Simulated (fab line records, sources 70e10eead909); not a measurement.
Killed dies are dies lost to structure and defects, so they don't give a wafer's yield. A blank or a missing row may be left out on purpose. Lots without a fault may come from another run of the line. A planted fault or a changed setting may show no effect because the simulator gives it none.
Which tool did it? | flow nand_harc | 12 lots, 36 wafers sampled, at 2 steps of a route of 1302

WHAT THE GAUGES READ, wafer by wafer
NHARC_P_GATE_CD_MEAS_91: target cd 2000 nm.
lot  | measured     | on        | cd_nm (nm)
L075 | day 6 00:01  | cd_sem-02 | 1999 2002 1997
L077 | day 6 23:08  | cd_sem-01 | 2001 2005 2002
L079 | day 7 15:55  | cd_sem-01 | 2007 2002 2004
L081 | day 8 19:15  | cd_sem-03 | 2003 2005 2007
L083 | day 9 19:05  | cd_sem-01 | 2005 2003 2003
L085 | day 10 02:38 | cd_sem-02 | 2000 1997 1999
L087 | day 11 01:28 | cd_sem-03 | 1997 2001 2000
L088 | day 11 22:49 | cd_sem-02 | 2004 2002 2001
L091 | day 12 18:34 | cd_sem-03 | 2004 2006 2008
L093 | day 13 14:06 | cd_sem-03 | 1999 1999 1999
L095 | day 14 09:28 | cd_sem-03 | 2003 1997 1998
L097 | day 15 08:13 | cd_sem-03 | 1999 2001 2000

WHICH TOOL RAN EACH LOT (tool, then ch and the chambers of the sampled wafers, then the start)
lot  | NHARC_P_GATE_ETCHBACK_37
L075 | rie_diel-10 ch 0,2,3, day 6 00:01 or earlier
L077 | rie_diel-04 ch 0,1, day 6 23:08 or earlier
L079 | rie_diel-04 ch 0,1, day 7 15:55 or earlier
L081 | rie_diel-10 ch 0,3, day 8 19:15 or earlier
L083 | rie_diel-12 ch 0,1,3, day 9 19:05 or earlier
L085 | rie_diel-10 ch 1,2, day 10 02:38 or earlier
L087 | rie_diel-04 ch 1,3, day 11 01:28 or earlier
L088 | rie_diel-04 ch 2,3, day 11 22:49 or earlier
L091 | rie_diel-04 ch 1,2, day 12 18:34 or earlier
L093 | rie_diel-12 ch 0,1,3, day 13 14:06 or earlier
L095 | rie_diel-10 ch 0,3, day 14 09:28 or earlier
L097 | rie_diel-04 ch 1,2,3, day 15 08:13 or earlier
- NHARC_P_GATE_ETCHBACK_37: etches the open film in CHF3/O2, target depth 34.5 nm, time 17.2 s.

THE ANSWER, worked out from the rows above alone
Rule: what is usual is taken from the lots themselves. Put in order of their means at a reading, lots are off if they are a third of the lots or fewer, leave a main group of 4 or more, and stand apart from it by a gap of 3 or more times the standard deviation of the main group's means; of several such gaps the widest counts. A main group whose means are all the same, to the digits that the tables above print for the reading, isn't used. A lot without any number at a reading at which 4 lots or more have one is off too. The other lots that the step has rows for count as sound.
No lot is off at any reading shown: from this, nothing can be told.

WHAT THE SIMULATOR HAD PUT IN
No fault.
